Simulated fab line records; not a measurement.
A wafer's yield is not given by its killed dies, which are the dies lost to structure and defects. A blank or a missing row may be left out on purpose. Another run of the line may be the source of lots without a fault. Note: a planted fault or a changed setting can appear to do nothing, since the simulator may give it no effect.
Matching of chambers | flow nandHarc | NHARC_P_M0_CMP_23 on cmp-03: 4 sister chambers
The step polishes, t overpolish 20 s, target thk 117.54 nm. 8 wafers are shown with their chamber, then 9 later ones without.

== WAFERS PAIRED WITH THEIR CHAMBERS ==
wafer  | chamber | motorCurrentA (A) | timeToEndpointS (s)
L077.2 | 2       | 14.2              | 34
L080.4 | 3       | 10.8              | 35
L084.1 | 2       | 13.3              | 35
L084.2 | 0       | 12.4              | 31
L084.3 | 1       | 14.3              | 33
L085.1 | 0       | 12.5              | 28
L085.3 | 3       | 11.6              | 36
L085.6 | 1       | 13.8              | 34

== WAFERS MISSING THEIR CHAMBER ==
wafer  | motorCurrentA (A) | timeToEndpointS (s)
L087.1 | 10.6              | 29
L087.2 | 11.2              | 27
L087.6 | 13.7              | 27
L092.1 | 14.1              | 32
L092.3 | 11.1              | 33
L092.5 | 14.6              | 33
L093.3 | 13.8              | 30
L093.5 | 11.0              | 34
L093.6 | 11.9              | 27

== CHAMBER TAKEN BY EACH ==
wafer  | from the rows above          | in truth
L087.1 | can't be placed: 0 or 3      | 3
L087.2 | 0                            | 0
L087.6 | can't be placed: 0 or 1      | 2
L092.1 | can't be placed: 1 or 2      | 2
L092.3 | 3                            | 3
L092.5 | can't be placed: 1 or 2      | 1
L093.3 | can't be placed: 1 or 0 or 2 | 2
L093.5 | 3                            | 3
L093.6 | 0                            | 0
Correct placement for 4 of the 9. Unplaceable from these rows: 5, with the true chamber sitting among the candidates in 4. Placed wrongly: 0.
How it was worked out, from the rows above alone: a wafer's distance from a chamber is the root of the sum, over the readings, of the square of ((its reading less the chamber's mean) divided by the reading's scatter). If the next closest chamber is less than 2 further off than the closest, the wafer can't be placed; otherwise it belongs to the closest. Each chamber's mean is taken over the wafers shown for it. The scatter: take each reading less its chamber's mean, square it, sum over the shown wafers, divide by the number of wafers less the number of chambers, and take the root.
